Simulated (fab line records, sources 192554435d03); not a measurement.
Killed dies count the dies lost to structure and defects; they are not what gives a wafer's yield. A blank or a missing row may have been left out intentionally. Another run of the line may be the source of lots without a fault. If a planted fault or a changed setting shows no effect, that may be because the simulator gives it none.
fab line records | flow n5_finfet
record: lots: 24 wafers: 72 last_day: 20
route steps=1938 shown HKMG_FIN@464 GATE_CUT@468
lots with no fault: from the same line, run without faults
start_h: hours from the record's opening day to when the first of the lot's shown wafers began | wait_h: hours elapsed since this lot's preceding step | " unchanged from the row above | L1.1+2: several wafers, shown together as one row | - no value, or no start was given | * or withheld: withheld | < > ~ a bound
route shown NAME@n: NAME is a module with steps in the file, n the number in the route of the first one | usual: mean/standard deviation of fault-free wafers | same: alike in all rows | chamber/n: place in a boat | sites: the reading at each site | _std_site: the standard deviation of these | _edge_site: the outer-site mean with the inner-site mean subtracted | radius_mm: for every site, how far away it sits from the centre of the wafer | mask NAME#n: copy n | behind: the last tool/chamber to shape the wafer | hold: what put the lot on hold/how long, in hours/how the hold closed | device: the transistor (n, p or np) that didn't switch | end of line: the route-end tests of the same wafers | where a step has no rows: the recipe by itself | killed: dies lost to structure and defects at the first sort, not the wafer's yield | map: the dies of a wafer, with x for killed, . for not killed, _ for no die there
set.NAME: the setting that was run; set.NAME@STEP: the one run at that earlier step | model.NAME: the simulator's own value behind a step, which no gauge read
a sample of lots followed through the steps of the route, with each step as a table and each wafer as a row
services: the hour from which a tool's chamber was out of use, counted from the record's first day as start_h (under 0 if before that day), plus the number of hours and why
== steps ==
step: N5_HKMG_FIN_INSPECT_28
recipe: inspect_instrument: darkfield mode: post_cmp
usual: raw_defect_count: 41/17
columns lot.wafer tool chamber start_h wait_h raw_defect_count
L074.1 defect_inspect-01 - 79.70 0.0 53
L074.3 " - " " 63
L074.5 " - " " 76
L075.2 defect_inspect-01 - 92.70 0.0 97
L075.3 " - " " 47
L075.6 " - " " 71
L076.1 defect_inspect-01 - 92.90 0.0 40
L076.2 " - " " 39
L076.4 " - " " 23
L077.2 defect_inspect-01 - 98.78 0.0 39
L077.5 " - " " 17
L077.6 " - " " 34
L078.1 defect_inspect-01 - 104.13 0.0 27
L078.4 " - " " 24
L078.6 " - " " 33
L079.1 defect_inspect-02 - 111.16 0.0 28
L079.3 " - " " 34
L079.5 " - " " 22
L080.1 defect_inspect-01 - 117.11 0.0 29
L080.3 " - " " 42
L080.5 " - " " 42
L081.2 defect_inspect-01 - 122.05 0.0 20
L081.5 " - " " 35
L081.6 " - " " 25
L082.2 defect_inspect-02 - 128.15 0.0 29
L082.3 " - " " 87
L082.5 " - " " 63
L083.3 defect_inspect-01 - 132.92 0.0 46
L083.4 " - " " 59
L083.5 " - " " 47
L084.2 defect_inspect-01 - 139.36 0.0 38
L084.4 " - " " 39
L084.5 " - " " 50
L085.2 defect_inspect-02 - 147.02 0.0 41
L085.3 " - " " 50
L085.4 " - " " 43
L086.2 defect_inspect-02 - 152.54 0.0 25
L086.3 " - " " 39
L086.4 " - " " 45
L087.1 defect_inspect-01 - 157.99 0.0 31
L087.4 " - " " 60
L087.6 " - " " 26
L088.1 defect_inspect-01 - 163.96 0.0 79
L088.2 " - " " 22
L088.4 " - " " 35
L089.2 defect_inspect-02 - 170.98 0.0 57
L089.3 " - " " 46
L089.5 " - " " 47
L090.2 defect_inspect-02 - 174.56 0.0 51
L090.3 " - " " 34
L090.6 " - " " 49
L091.1 defect_inspect-01 - 183.42 0.0 52
L091.3 " - " " 41
L091.6 " - " " 25
L092.1 defect_inspect-02 - 186.90 0.0 42
L092.2 " - " " 52
L092.6 " - " " 35
L093.3 defect_inspect-02 - 202.91 0.0 29
L093.4 " - " " 29
L093.5 " - " " 23
L094.1 defect_inspect-01 - 212.47 0.0 27
L094.2 " - " " 26
L094.3 " - " " 37
L095.4 defect_inspect-02 - 212.80 0.0 32
L095.5 " - " " 35
L095.6 " - " " 50
L096.2 defect_inspect-02 - 223.19 0.0 28
L096.3 " - " " 30
L096.6 " - " " 27
L097.1 defect_inspect-01 - 224.37 0.0 28
L097.2 " - " " 48
L097.5 " - " " 36
step: N5_GATE_CUT_VAPOR_ETCH_60
recipe: chemistry: BCl3/Cl2 target: HfO2 mode: isotropic
usual: drypump_motor_current_A: 5.92/0.12 oes_product_au: 0.80/0.14
columns lot.wafer tool chamber start_h wait_h drypump_motor_current_A oes_product_au
L074.1 rie_metal-03 1 79.98 0.0 6.00 0.58
L074.3 " 1 " " 5.98 0.58
L074.5 " 1 " " 5.97 0.58
L075.2 rie_metal-03 0 92.98 0.0 5.80 0.59
L075.3 " 0 " " 5.79 0.59
L075.6 " 1 " " 5.94 0.58
L076.1 rie_metal-01 1 93.18 0.0 5.87 0.90
L076.2 " 0 " " 6.05 0.67
L076.4 " 0 " " 6.04 0.67
L077.2 rie_metal-01 1 99.13 0.0 5.90 0.89
L077.5 " 0 " " 6.05 0.66
L077.6 " 1 " " 5.89 0.88
L078.1 rie_metal-01 1 104.40 0.0 5.89 0.89
L078.4 " 0 " " 6.07 0.66
L078.6 " 1 " " 5.89 0.89
L079.1 rie_metal-03 1 111.44 0.0 5.95 0.58
L079.3 " 1 " " 5.95 0.58
L079.5 " 0 " " 5.79 0.59
L080.1 rie_metal-03 1 117.38 0.0 5.94 0.58
L080.3 " 1 " " 5.95 0.58
L080.5 " 0 " " 5.78 0.59
L081.2 rie_metal-01 0 122.33 0.0 6.02 0.66
L081.5 " 0 " " 6.04 0.66
L081.6 " 1 " " 5.90 0.88
L082.2 rie_metal-02 1 128.42 0.0 5.81 0.81
L082.3 " 1 " " 5.81 0.79
L082.5 " 0 " " 6.19 0.82
L083.3 rie_metal-01 0 133.20 0.0 6.04 0.65
L083.4 " 1 " " 5.89 0.87
L083.5 " 1 " " 5.90 0.87
L084.2 rie_metal-02 0 140.06 0.0 6.16 0.80
L084.4 " 1 " " 5.84 0.79
L084.5 " 1 " " 5.76 0.78
L085.2 rie_metal-02 1 147.29 0.0 5.81 0.78
L085.3 " 1 " " 5.86 0.79
L085.4 " 0 " " 6.16 0.80
L086.2 rie_metal-03 0 153.06 0.1 5.80 0.97
L086.3 " 0 " " 5.79 0.98
L086.4 " 0 " " 5.78 0.98
L087.1 rie_metal-03 0 158.50 0.1 5.79 0.97
L087.4 " 0 " " 5.82 0.97
L087.6 " 0 " " 5.81 0.97
L088.1 rie_metal-02 1 164.24 0.0 5.77 0.79
L088.2 " 0 " " 6.13 0.81
L088.4 " 0 " " 6.15 0.80
L089.2 rie_metal-03 1 171.25 0.0 5.95 0.98
L089.3 " 1 " " 5.91 0.98
L089.5 " 1 " " 5.94 0.98
L090.2 rie_metal-03 1 174.83 0.0 5.97 0.99
L090.3 " 1 " " 5.94 0.98
L090.6 " 1 " " 5.95 0.98
L091.1 rie_metal-02 0 183.70 0.0 6.15 0.80
L091.3 " 0 " " 6.16 0.80
L091.6 " 1 " " 5.82 0.77
L092.1 rie_metal-01 0 187.17 0.0 6.04 0.64
L092.2 " 1 " " 5.91 0.84
L092.6 " 1 " " 5.87 0.85
L093.3 rie_metal-01 0 203.20 0.0 6.02 0.64
L093.4 " 1 " " 5.91 0.84
L093.5 " 1 " " 5.94 0.84
L094.1 rie_metal-02 1 212.74 0.0 5.76 0.77
L094.2 " 0 " " 6.16 0.78
L094.3 " 1 " " 5.79 0.77
L095.4 rie_metal-03 1 213.08 0.0 5.94 0.95
L095.5 " 1 " " 5.95 0.95
L095.6 " 0 " " 5.77 0.93
L096.2 rie_metal-03 0 223.46 0.0 5.80 0.93
L096.3 " 0 " " 5.78 0.93
L096.6 " 0 " " 5.79 0.93
L097.1 rie_metal-03 1 224.64 0.0 5.90 0.93
L097.2 " 0 " " 5.78 0.92
L097.5 " 1 " " 5.96 0.93
step: N5_GATE_CUT_SAC_CAP_01
recipe: material: SiNx target_thk_a: 240 temp_c: 400 ald_precursor_family: SiH2I2 ald_co_reactant: N2/H2-plasma pulse_time_s: 1 ald_cycles: 480 purge_time_s: 2 co_reactant_purge_time_s: 2 pressure_torr: 2
usual: heater_power_w: 833/92 precursor_pulse_height_rel: 0.998/0.023
columns lot.wafer tool chamber start_h wait_h heater_power_w precursor_pulse_height_rel since_wet_clean_h
L074.1 ald_sin-01 0 80.35 0.0 770 1.006 72
L074.3 " 1 " " 902 0.967 72
L074.5 " 0 81.43 1.1 754 1.016 -
L075.2 ald_sin-03 1 93.36 0.0 844 1.030 191
L075.3 " 2 " " 808 0.997 191
L075.6 " 3 94.44 1.1 764 0.990 -
L076.1 ald_sin-01 2 94.25 0.7 723 0.995 86
L076.2 " 0 " " 784 1.015 86
L076.4 " 3 " " 852 0.982 86
L077.2 ald_sin-01 0 99.51 0.0 747 1.003 92
L077.5 " 1 100.60 1.1 903 1.007 -
L077.6 " 0 " " 757 1.007 -
L078.1 ald_sin-02 3 104.78 0.0 836 1.005 6
L078.4 " 0 " " 836 0.982 6
L078.6 " 0 105.86 1.1 830 1.005 -
L079.1 ald_sin-02 2 111.92 0.0 1046 1.004 13
L079.3 " 0 " " 828 0.999 13
L079.5 " 3 113.01 1.1 867 0.982 -
L080.1 ald_sin-02 0 118.02 0.3 837 1.024 19
L080.3 " 1 " " 845 0.960 19
L080.5 " 3 119.10 1.4 828 1.049 -
L081.2 ald_sin-03 3 122.97 0.0 779 0.990 221
L081.5 " 3 124.06 1.1 774 1.004 -
L081.6 " 2 " " 802 1.014 -
L082.2 ald_sin-01 3 128.87 0.0 822 0.992 121
L082.3 " 0 " " 790 0.997 121
L082.5 " 1 129.95 1.1 888 1.033 -
L083.3 ald_sin-03 0 134.72 1.2 701 0.979 233
L083.4 " 1 " " 865 0.962 233
L083.5 " 0 135.80 2.3 698 0.962 -
L084.2 ald_sin-03 0 140.43 0.0 710 0.965 239
L084.4 " 1 " " 842 0.998 239
L084.5 " 1 141.51 1.1 831 1.009 -
L085.2 ald_sin-01 1 147.67 0.0 893 1.001 140
L085.3 " 0 " " 773 0.973 140
L085.4 " 2 " " 747 1.006 140
L086.2 ald_sin-02 0 153.45 0.0 863 0.986 54
L086.3 " 1 " " 832 1.000 54
L086.4 " 2 " " 1102 1.040 54
L087.1 ald_sin-03 2 158.98 0.1 794 1.013 257
L087.4 " 0 " " 701 1.038 257
L087.6 " 1 160.07 1.2 811 0.992 -
L088.1 ald_sin-03 2 164.61 0.0 797 0.996 263
L088.2 " 3 " " 760 1.037 263
L088.4 " 0 " " 706 0.970 263
L089.2 ald_sin-03 0 171.62 0.0 712 0.991 270
L089.3 " 1 " " 825 1.008 270
L089.5 " 3 172.71 1.1 783 0.943 -
L090.2 ald_sin-02 2 175.23 0.0 1074 0.972 76
L090.3 " 3 " " 825 1.013 76
L090.6 " 1 176.31 1.1 849 1.017 -
L091.1 ald_sin-02 2 184.06 0.0 1087 0.980 85
L091.3 " 1 " " 832 0.998 85
L091.6 " 2 186.24 2.2 1112 1.036 -
L092.1 ald_sin-01 1 187.55 0.0 916 1.000 180
L092.2 " 2 " " 739 0.973 180
L092.6 " 3 188.64 1.1 835 1.013 -
L093.3 ald_sin-02 3 203.58 0.0 813 1.000 105
L093.4 " 1 " " 842 0.965 105
L093.5 " 3 204.67 1.1 834 1.054 -
L094.1 ald_sin-01 2 213.11 0.0 731 0.996 205
L094.2 " 0 " " 797 1.022 205
L094.3 " 3 " " 867 1.023 205
L095.4 ald_sin-02 1 214.95 1.5 866 0.994 116
L095.5 " 0 216.03 2.6 852 0.982 -
L095.6 " 3 " " 833 0.965 -
L096.2 ald_sin-01 2 223.84 0.0 749 0.995 216
L096.3 " 3 " " 845 0.981 216
L096.6 " 1 224.93 1.1 927 0.998 -
L097.1 ald_sin-03 0 225.02 0.0 719 1.013 323
L097.2 " 1 " " 835 0.969 323
L097.5 " 2 226.11 1.1 809 0.977 -
step: N5_GATE_CUT_ETCH_37
recipe: chemistry: N2/H2 target: SOC target_depth_a: 600 overetch_a: 120 mask_material: SiARC temp_c: 40 time_s: 90 ion_energy_ev: 200 pressure_mtorr: 30 source_w: 840 bias_w: 150 n2_flow_sccm: 200 h2_flow_sccm: 200
usual: drypump_motor_current_A: 5.5/0.48 h2_flow_sccm: 200.0/0.6 n2_flow_sccm: 200.0/0.56 oes_product_au: 0.70/0.078 rf_vpp_V: 523.5/2.8 showerhead_plenum_p_Torr: 2.53/0.095 temp_c: 40.00/0.11 throttle_valve_pct: 17.85/0.25
columns lot.wafer tool chamber start_h wait_h drypump_motor_current_A h2_flow_sccm n2_flow_sccm oes_product_au rf_hours_counter_h rf_vpp_V showerhead_plenum_p_Torr temp_c throttle_valve_pct
L074.1 rie_diel-03 0 84.36 0.0 4.8 200.1 200.8 0.81 11 521.8 2.50 39.93 17.48
L074.3 " 3 " " 5.5 200.2 199.5 0.61 242 519.1 2.41 40.07 18.01
L074.5 " 2 " " 5.3 200.3 200.0 0.66 - 519.4 2.41 39.91 17.98
L075.2 rie_diel-06 1 96.49 0.0 5.6 200.2 200.1 0.65 188 526.3 2.64 40.10 18.20
L075.3 " 0 " " 5.2 200.5 198.3 0.61 244 521.8 2.50 40.04 17.90
L075.6 " 1 " " 5.6 200.9 199.8 0.65 - 526.6 2.64 40.12 18.21
L076.1 rie_diel-03 3 97.51 0.0 5.5 200.7 199.9 0.61 246 519.2 2.40 39.83 18.01
L076.2 " 0 " " 4.7 200.6 200.7 0.80 15 523.4 2.50 40.05 17.47
L076.4 " 3 " " 5.5 200.0 200.5 0.60 - 518.4 2.40 39.89 18.01
L077.2 rie_diel-03 3 102.65 0.0 5.5 199.3 200.2 0.60 248 520.3 2.40 40.04 18.01
L077.5 " 3 " " 5.5 198.3 200.3 0.61 - 520.8 2.40 40.02 18.00
L077.6 " 0 " " 4.8 200.6 199.7 0.80 - 522.1 2.49 39.92 17.50
L078.1 rie_diel-06 2 107.92 0.0 6.5 199.7 200.6 0.68 146 520.9 2.43 40.07 17.57
L078.4 " 0 " " 5.2 200.7 200.0 0.61 246 524.1 2.50 40.16 17.91
L078.6 " 0 " " 5.2 200.5 199.4 0.61 - 522.9 2.50 40.22 17.91
L079.1 rie_diel-03 1 115.52 0.0 6.1 200.9 200.8 0.65 200 525.9 2.63 39.95 18.04
L079.3 " 2 " " 5.3 199.8 199.9 0.65 219 519.8 2.41 40.11 18.01
L079.5 " 1 " " 6.0 200.0 201.0 0.65 - 524.4 2.63 39.88 18.02
L080.1 rie_diel-03 0 121.15 0.0 4.8 200.3 199.2 0.78 24 523.1 2.49 40.03 17.51
L080.3 " 1 " " 6.0 200.3 199.7 0.65 202 525.8 2.63 40.14 18.03
L080.5 " 1 " " 6.0 200.8 200.1 0.66 - 526.7 2.63 40.02 18.02
L081.2 rie_diel-03 0 126.50 0.0 4.7 199.9 199.4 0.78 27 522.9 2.49 39.83 17.50
L081.5 " 1 " " 6.0 199.4 200.0 0.65 - 525.8 2.62 40.01 18.03
L081.6 " 2 " " 5.3 199.9 199.9 0.65 - 519.8 2.41 40.21 18.03
L082.2 rie_diel-06 1 132.46 0.0 5.6 200.1 200.0 0.64 199 525.9 2.63 40.03 18.22
L082.3 " 3 " " 5.4 199.8 200.3 0.63 - 523.7 2.54 40.12 18.08
L082.5 " 3 " " 5.5 199.9 200.1 0.63 - 522.8 2.53 40.16 18.07
L083.3 rie_diel-02 1 138.00 0.0 6.3 200.0 199.5 0.83 12 526.7 2.60 39.93 17.61
L083.4 " 0 " " 5.6 200.5 200.0 0.85 7 522.2 2.49 40.07 17.59
L083.5 " 3 " " 5.8 200.2 199.7 0.72 - 522.6 2.47 40.02 18.09
L084.2 rie_diel-03 3 143.69 0.0 5.6 201.0 200.8 0.86 4 527.1 2.72 40.08 17.56
L084.4 " 0 " " 4.8 199.4 200.9 0.76 31 523.2 2.49 40.08 17.53
L084.5 " 1 " " 6.0 199.2 199.6 0.64 - 526.9 2.62 40.02 18.04
L085.2 rie_diel-06 1 150.93 0.0 5.6 200.0 200.3 0.64 205 526.2 2.63 39.89 18.24
L085.3 " 3 " " 5.5 199.5 199.4 0.63 196 523.2 2.53 39.80 18.08
L085.4 " 0 " " 5.2 199.7 199.5 0.87 4 522.5 2.49 40.11 17.53
L086.2 rie_diel-03 3 156.99 0.0 5.5 198.6 200.2 0.84 7 527.3 2.72 39.77 17.59
L086.3 " 1 " " 6.1 200.0 199.9 0.65 212 526.1 2.62 40.13 18.04
L086.4 " 0 " " 4.8 200.4 200.2 0.76 35 522.2 2.49 40.06 17.54
L087.1 rie_diel-02 0 162.24 0.0 5.6 200.6 199.4 0.84 13 522.9 2.49 40.02 17.58
L087.4 " 1 " " 6.3 199.9 200.5 0.81 19 524.9 2.59 40.01 17.61
L087.6 " 3 " " 5.8 200.5 200.8 0.72 - 523.6 2.47 39.86 18.10
L088.1 rie_diel-03 1 167.74 0.0 6.0 198.6 200.3 0.64 215 527.0 2.62 39.97 18.05
L088.2 " 3 " " 5.5 200.2 199.4 0.82 11 529.5 2.72 40.02 17.59
L088.4 " 2 " " 5.3 200.3 199.0 0.64 234 519.1 2.40 39.99 18.05
L089.2 rie_diel-03 3 175.14 0.0 5.5 199.1 200.2 0.83 12 528.0 2.72 40.00 17.59
L089.3 " 2 " " 5.3 199.6 199.2 0.65 235 519.4 2.40 40.00 18.03
L089.5 " 2 " " 5.4 199.5 199.5 0.64 - 520.4 2.40 39.90 18.02
L090.2 rie_diel-03 0 178.41 0.0 4.7 200.1 200.3 0.76 41 522.1 2.49 40.17 17.53
L090.3 " 2 " " 5.3 198.9 199.2 0.64 236 519.7 2.40 40.16 18.03
L090.6 " 2 " " 5.3 199.0 200.0 0.64 - 520.9 2.40 39.97 18.03
L091.1 rie_diel-06 0 188.30 0.0 5.2 200.2 200.2 0.84 13 523.3 2.49 40.10 17.56
L091.3 " 3 " " 5.5 200.3 199.9 0.62 206 522.8 2.53 40.09 18.09
L091.6 " 2 " " 6.5 200.9 200.4 0.67 - 519.5 2.43 40.05 17.60
L092.1 rie_diel-03 3 190.69 0.0 5.5 200.4 200.4 0.82 17 528.8 2.71 40.10 17.59
L092.2 " 1 " " 6.0 200.2 199.6 0.64 221 527.0 2.62 40.15 18.06
L092.6 " 1 " " 6.0 201.0 200.4 0.64 - 526.0 2.62 39.97 18.05
L093.3 rie_diel-02 1 206.73 0.0 6.3 199.4 200.1 0.79 31 525.4 2.59 39.99 17.64
L093.4 " 0 " " 5.6 199.2 200.3 0.82 24 523.2 2.49 39.94 17.62
L093.5 " 3 " " 5.8 199.5 200.1 0.70 - 520.7 2.47 39.59 18.13
L094.1 rie_diel-03 2 216.37 0.0 5.3 199.7 200.0 0.63 246 518.8 2.40 40.02 18.07
L094.2 " 3 " " 5.5 199.8 200.0 0.81 23 528.3 2.71 39.95 17.61
L094.3 " 1 " " 6.0 199.3 199.8 0.64 228 524.8 2.61 40.11 18.07
L095.4 rie_diel-02 1 218.16 0.0 6.3 200.7 199.8 0.80 - 524.5 2.59 39.88 17.66
L095.5 " 0 " " 5.6 200.4 200.3 0.81 - 521.0 2.48 39.99 17.65
L095.6 " 3 " " 5.8 200.4 200.4 0.70 - 521.2 2.47 39.87 18.14
L096.2 rie_diel-03 0 227.00 0.0 4.7 201.4 199.5 0.75 54 523.1 2.48 39.81 17.56
L096.3 " 3 " " 5.5 199.8 200.6 0.80 27 528.8 2.71 39.99 17.60
L096.6 " 0 " " 4.8 201.1 199.0 0.74 - 520.4 2.48 39.94 17.56
L097.1 rie_diel-06 2 228.29 0.0 6.4 200.0 199.7 0.66 172 520.2 2.42 40.01 17.63
L097.2 " 1 " " 5.6 200.3 199.6 0.62 225 525.1 2.62 40.05 18.27
L097.5 " 0 " " 5.2 199.3 200.2 0.82 - 521.5 2.49 40.13 17.57
step: N5_GATE_CUT_STRIP_42
recipe: chemistry: O2 power_w: 400 temp_c: 40 pressure_mtorr: 30 rf_frequency_hz: 6e+07 bias_power_w: 0 overash_fraction: 0.3 o2_flow_sccm: 225
usual: drypump_motor_current_A: 5.5/0.48 oes_product_au: 0.78/0.089 rf_vpp_V: 3.6/0.46 showerhead_plenum_p_Torr: 2.09/0.078 temp_c: 40.01/0.12 throttle_valve_pct: 16.71/0.23
columns lot.wafer tool chamber start_h wait_h drypump_motor_current_A oes_product_au rf_hours_counter_h rf_vpp_V showerhead_plenum_p_Torr temp_c throttle_valve_pct
L074.1 rie_diel-03 0 84.53 0.0 4.7 0.90 11 3.6 2.06 40.14 16.38
L074.3 " 3 " " 5.5 0.67 242 4.3 1.98 40.13 16.89
L074.5 " 2 " " 5.3 0.73 - 3.4 1.99 40.05 16.89
L075.2 rie_diel-06 1 96.66 0.0 5.6 0.72 188 4.6 2.18 40.02 17.05
L075.3 " 0 " " 5.2 0.68 244 3.1 2.07 40.05 16.84
L075.6 " 1 " " 5.6 0.73 - 4.2 2.18 39.86 17.06
L076.1 rie_diel-03 3 97.68 0.0 5.5 0.67 246 3.7 1.98 40.10 16.89
L076.2 " 0 " " 4.7 0.89 15 4.1 2.06 39.78 16.38
L076.4 " 3 " " 5.5 0.66 - 3.3 1.98 40.02 16.88
L077.2 rie_diel-03 3 102.82 0.0 5.5 0.67 248 3.7 1.98 40.07 16.89
L077.5 " 3 " " 5.5 0.67 - 3.3 1.98 40.04 16.88
L077.6 " 0 " " 4.7 0.89 - 4.1 2.06 40.12 16.41
L078.1 rie_diel-06 2 108.08 0.0 6.4 0.76 146 3.7 2.02 40.30 16.53
L078.4 " 0 " " 5.1 0.67 246 3.0 2.07 40.05 16.83
L078.6 " 0 " " 5.2 0.67 - 3.8 2.07 40.24 16.85
L079.1 rie_diel-03 1 115.69 0.0 6.0 0.72 200 3.8 2.17 39.95 16.75
L079.3 " 2 " " 5.3 0.72 219 3.1 1.99 40.09 16.91
L079.5 " 1 " " 6.0 0.73 - 3.6 2.17 40.08 16.75
L080.1 rie_diel-03 0 121.32 0.0 4.7 0.88 24 4.0 2.06 39.90 16.40
L080.3 " 1 " " 6.0 0.73 202 3.4 2.17 40.07 16.76
L080.5 " 1 " " 6.0 0.73 - 3.9 2.17 40.03 16.75
L081.2 rie_diel-03 0 126.67 0.0 4.8 0.87 27 4.3 2.06 40.02 16.40
L081.5 " 1 " " 6.0 0.72 - 3.3 2.16 40.31 16.76
L081.6 " 2 " " 5.3 0.71 - 4.2 1.99 39.88 16.89
L082.2 rie_diel-06 1 132.70 0.0 5.6 0.72 199 4.3 2.17 40.05 17.07
L082.3 " 3 " " 5.4 0.70 - 4.1 2.07 40.02 16.89
L082.5 " 3 " " 5.5 0.71 - 3.0 2.07 39.95 16.88
L083.3 rie_diel-02 1 138.17 0.0 6.3 0.93 12 3.0 2.14 40.02 16.37
L083.4 " 0 " " 5.6 0.95 7 4.0 2.07 40.06 16.53
L083.5 " 3 " " 5.8 0.80 - 3.7 2.03 39.97 16.93
L084.2 rie_diel-03 3 143.85 0.0 5.5 0.96 4 3.6 2.24 40.03 16.42
L084.4 " 0 " " 4.8 0.85 31 2.4 2.06 40.08 16.42
L084.5 " 1 " " 6.0 0.72 - 3.2 2.16 40.03 16.78
L085.2 rie_diel-06 1 151.10 0.0 5.6 0.71 206 3.0 2.17 39.76 17.08
L085.3 " 3 " " 5.5 0.70 196 3.2 2.07 39.92 16.89
L085.4 " 0 " " 5.2 0.98 4 3.4 2.06 39.90 16.41
L086.2 rie_diel-03 3 157.15 0.0 5.5 0.95 7 4.2 2.24 40.01 16.43
L086.3 " 1 " " 6.0 0.72 212 3.9 2.16 40.18 16.77
L086.4 " 0 " " 4.7 0.85 35 3.3 2.05 39.96 16.42
L087.1 rie_diel-02 0 162.41 0.0 5.6 0.95 13 3.7 2.07 39.86 16.54
L087.4 " 1 " " 6.3 0.92 19 3.2 2.14 40.18 16.35
L087.6 " 3 " " 5.8 0.79 - 4.5 2.03 39.99 16.94
L088.1 rie_diel-03 1 167.91 0.0 6.1 0.72 215 4.1 2.16 40.11 16.78
L088.2 " 3 " " 5.5 0.93 11 3.2 2.24 39.83 16.44
L088.4 " 2 " " 5.3 0.71 234 3.7 1.98 40.30 16.92
L089.2 rie_diel-03 3 175.30 0.0 5.5 0.93 12 3.1 2.24 40.18 16.46
L089.3 " 2 " " 5.3 0.70 235 4.1 1.98 40.02 16.92
L089.5 " 2 " " 5.3 0.70 - 3.7 1.98 39.92 16.94
L090.2 rie_diel-03 0 178.57 0.0 4.8 0.84 41 3.1 2.05 39.90 16.44
L090.3 " 2 " " 5.3 0.70 236 3.8 1.98 39.99 16.93
L090.6 " 2 " " 5.3 0.69 - 3.4 1.98 40.15 16.93
L091.1 rie_diel-06 0 188.47 0.0 5.2 0.94 13 3.3 2.06 40.18 16.43
L091.3 " 3 " " 5.4 0.70 206 3.4 2.07 40.03 16.91
L091.6 " 2 " " 6.4 0.75 - 2.9 2.01 40.06 16.52
L092.1 rie_diel-03 3 190.85 0.0 5.5 0.92 17 3.9 2.24 39.97 16.44
L092.2 " 1 " " 6.0 0.71 221 3.1 2.16 40.07 16.80
L092.6 " 1 " " 6.0 0.72 - 3.4 2.16 39.91 16.78
L093.3 rie_diel-02 1 206.90 0.0 6.3 0.89 31 3.0 2.14 39.99 16.38
L093.4 " 0 " " 5.6 0.91 24 4.4 2.06 40.02 16.54
L093.5 " 3 " " 5.8 0.77 - 3.9 2.03 39.84 16.96
L094.1 rie_diel-03 2 216.54 0.0 5.3 0.70 246 3.5 1.98 39.97 16.94
L094.2 " 3 " " 5.5 0.92 23 3.5 2.24 39.80 16.46
L094.3 " 1 " " 6.0 0.72 228 4.1 2.16 39.88 16.82
L095.4 rie_diel-02 1 218.31 0.0 6.3 0.88 - 3.1 2.14 39.92 16.40
L095.5 " 0 " " 5.7 0.91 - 4.8 2.06 39.98 16.58
L095.6 " 3 " " 5.8 0.77 - 3.0 2.02 39.97 16.97
L096.2 rie_diel-03 0 227.17 0.0 4.8 0.82 55 4.2 2.05 39.85 16.46
L096.3 " 3 " " 5.5 0.90 27 3.4 2.23 39.82 16.46
L096.6 " 0 " " 4.8 0.82 - 4.0 2.05 39.76 16.45
L097.1 rie_diel-06 2 228.45 0.0 6.4 0.74 172 3.6 2.01 40.16 16.56
L097.2 " 1 " " 5.6 0.70 225 3.1 2.17 40.08 17.11
L097.5 " 0 " " 5.2 0.93 - 2.3 2.06 40.17 16.46
step: N5_GATE_CUT_CMP_43
recipe: material: SiO2 post_cmp_clean: rinse_only
usual: motor_current_A: 11.5/1.4
columns lot.wafer tool chamber start_h wait_h motor_current_A
L074.1 cmp-01 0 87.02 0.1 10.0
L074.3 " 2 " " 11.1
L074.5 " 3 " " 9.3
L075.2 cmp-02 1 99.31 0.2 13.3
L075.3 " 2 " " 11.7
L075.6 " 0 " " 11.1
L076.2 cmp-02 0 100.27 0.1 11.5
L076.4 " 1 " " 13.0
L076.1 " 2 " " 12.1
L077.2 cmp-03 1 105.39 0.2 12.3
L077.6 " 3 " " 11.7
L077.5 " 0 " " 9.8
L078.4 cmp-02 0 110.76 0.3 11.6
L078.1 " 1 " " 12.6
L078.6 " 2 " " 11.5
L079.1 cmp-02 1 118.45 0.1 13.0
L079.3 " 2 " " 11.6
L079.5 " 1 " " 13.2
L080.1 cmp-01 0 123.81 0.1 9.8
L080.3 " 2 " " 11.1
L080.5 " 0 " " 9.9
L081.2 cmp-02 2 129.08 0.0 11.3
L081.5 " 2 " " 11.6
L081.6 " 3 " " 10.7
L082.2 cmp-02 1 135.18 0.0 14.4
L082.3 " 3 " " 10.3
L082.5 " 2 " " 11.1
L083.3 cmp-01 3 140.61 0.0 9.1
L083.4 " 2 " " 11.0
L083.5 " 3 " " 9.3
L084.2 cmp-02 1 146.40 0.0 13.0
L084.4 " 3 " " 11.0
L084.5 " 1 " " 13.7
L085.2 cmp-02 2 153.59 0.1 11.6
L085.4 " 3 " " 10.7
L085.3 " 0 " " 11.4
L086.4 cmp-03 1 159.73 0.0 11.6
L086.3 " 2 " " 14.1
L086.2 " 0 " " 10.2
L087.4 cmp-01 0 164.97 0.1 9.5
L087.1 " 1 " " 13.3
L087.6 " 3 " " 9.8
L088.1 cmp-02 2 170.51 0.0 11.8
L088.4 " 3 " " 10.7
L088.2 " 1 " " 12.6
L089.3 cmp-02 3 178.29 0.0 10.6
L089.2 " 0 " " 11.6
L089.5 " 3 " " 11.2
L090.3 cmp-03 0 181.41 0.2 9.5
L090.2 " 1 " " 11.2
L090.6 " 3 " " 11.1
L091.1 cmp-03 3 201.85 0.2 11.2
L091.3 " 0 " " 9.6
L091.6 " 2 " " 13.8
L092.2 cmp-01 3 201.91 0.2 10.1
L092.1 " 0 " " 10.1
L092.6 " 2 " " 10.5
L093.3 cmp-01 1 209.31 0.0 13.1
L093.4 " 2 " " 11.1
L093.5 " 1 " " 12.6
L094.2 cmp-03 2 218.94 0.0 14.9
L094.3 " 3 " " 11.5
L094.1 " 0 " " 9.7
L095.4 cmp-03 2 220.70 0.0 13.8
L095.6 " 2 " " 14.2
L095.5 " 3 " " 11.4
L096.3 cmp-03 1 229.79 0.0 11.9
L096.2 " 0 " " 9.8
L096.6 " 2 " " 14.2
L097.2 cmp-03 2 230.94 0.1 14.5
L097.1 " 0 " " 9.7
L097.5 " 1 " " 11.4
== services ==
columns tool chamber start_h hours kind
ald_sin-01 0 56.88 8.5 repair
rie_metal-01 - 64.25 2.8 pm
ald_sin-02 - 68.15 0.8 repair
cmp-02 - 84.72 3.1 pm
ald_sin-02 - 85.54 14.0 pm
rie_diel-03 1 92.93 14.9 repair
cmp-03 - 113.28 7.0 pm
cmp-02 - 113.89 4.0 pm
ald_sin-02 1 121.26 3.1 repair
rie_diel-06 2 125.76 11.1 repair
rie_metal-03 - 132.77 14.6 pm
rie_diel-03 1 145.19 1.6 repair
ald_sin-02 1 154.93 13.9 repair
rie_diel-06 - 158.33 2.8 pm
cmp-03 - 162.99 4.0 pm
rie_diel-06 2 163.27 9.2 repair
rie_diel-03 - 177.21 0.8 repair
ald_sin-02 3 182.80 13.9 repair
cmp-03 - 188.84 1.4 repair
cmp-02 - 192.28 1.1 repair
ald_sin-01 - 211.62 0.5 repair
rie_diel-02 2 214.00 6.4 repair
rie_diel-02 1 219.30 40.8 repair
ald_sin-02 0 225.75 11.5 repair
== key ==
fault none
